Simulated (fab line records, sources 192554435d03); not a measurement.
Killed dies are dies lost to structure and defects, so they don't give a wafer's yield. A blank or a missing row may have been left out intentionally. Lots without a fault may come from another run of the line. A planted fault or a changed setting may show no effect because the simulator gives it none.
Matching of chambers	flow n5-finfet	4 sister chambers for N5_BEOL_M2_ALD_84 on ald-metal-02
The step deposits TaN, pulse time 2 s, purge time 3 s, co reactant purge time 2 s. 30 wafers are shown with their chamber, then 12 later ones without.

## WAFERS WITH THEIR CHAMBER
wafer	chamber	heater-power-w (W)	precursor-vessel-carrier-sccm (sccm)
L076.1	0	427	999
L076.3	2	441	1000
L076.6	1	387	1001
L079.3	2	453	993
L079.4	0	446	1000
L079.6	3	413	999
L074.1	2	446	997
L074.5	2	453	997
L074.6	3	399	998
L080.1	0	439	1001
L080.3	2	451	998
L080.6	3	413	998
L081.2	3	417	999
L081.3	1	394	1002
L081.5	3	398	1000
L082.1	0	438	1003
L082.2	2	446	1000
L082.4	3	411	1000
L084.1	2	431	1001
L084.2	1	393	1000
L084.6	0	446	999
L085.2	1	400	1000
L085.3	0	439	999
L085.6	1	398	998
L088.2	1	396	998
L088.3	3	414	996
L088.5	3	405	1000
L092.3	1	399	998
L092.4	3	407	1002
L092.6	0	439	996

SIGNATURES, as means of the wafers listed above
reading	chamber 0	chamber 1	chamber 2	chamber 3	scatter within a chamber
heater-power-w	439.14	395.29	445.86	408.56	6.5
precursor-vessel-carrier-sccm	999.57	999.57	998.00	999.11	2.06
Rule: a wafer's distance from a chamber is the root of the sum, over the readings, of the square of ((its reading less the chamber's mean) divided by the reading's scatter). The wafer belongs to the nearest chamber; if the next one is less than 2 further off, it can't be placed. The scatter: take each reading less its chamber's mean, square it, sum over the shown wafers, divide by the number of wafers less the number of chambers, and take the root.

## WAFERS WITHOUT THEIR CHAMBER
wafer	heater-power-w (W)	precursor-vessel-carrier-sccm (sccm)
L091.3	401	998
L091.5	448	996
L091.6	403	996
L094.1	442	1000
L094.2	410	1003
L094.5	397	989
L096.2	438	998
L096.3	401	1004
L096.4	395	1001
L097.2	440	1002
L097.4	432	1000
L097.5	438	998

## CHAMBER TAKEN BY EACH
wafer	from the rows above	in truth
L091.3	can't be placed: 1 or 3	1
L091.5	can't be placed: 2 or 0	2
L091.6	can't be placed: 3 or 1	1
L094.1	can't be placed: 0 or 2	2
L094.2	can't be placed: 3 or 1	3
L094.5	can't be placed: 1 or 3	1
L096.2	can't be placed: 0 or 2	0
L096.3	can't be placed: 1 or 3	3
L096.4	can't be placed: 1 or 3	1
L097.2	can't be placed: 0 or 2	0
L097.4	can't be placed: 0 or 2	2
L097.5	can't be placed: 0 or 2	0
Placed correctly: 0 of 12. Cannot be placed on the basis of these rows: 12; the candidates contain the true chamber in 12. 0 placed wrongly.
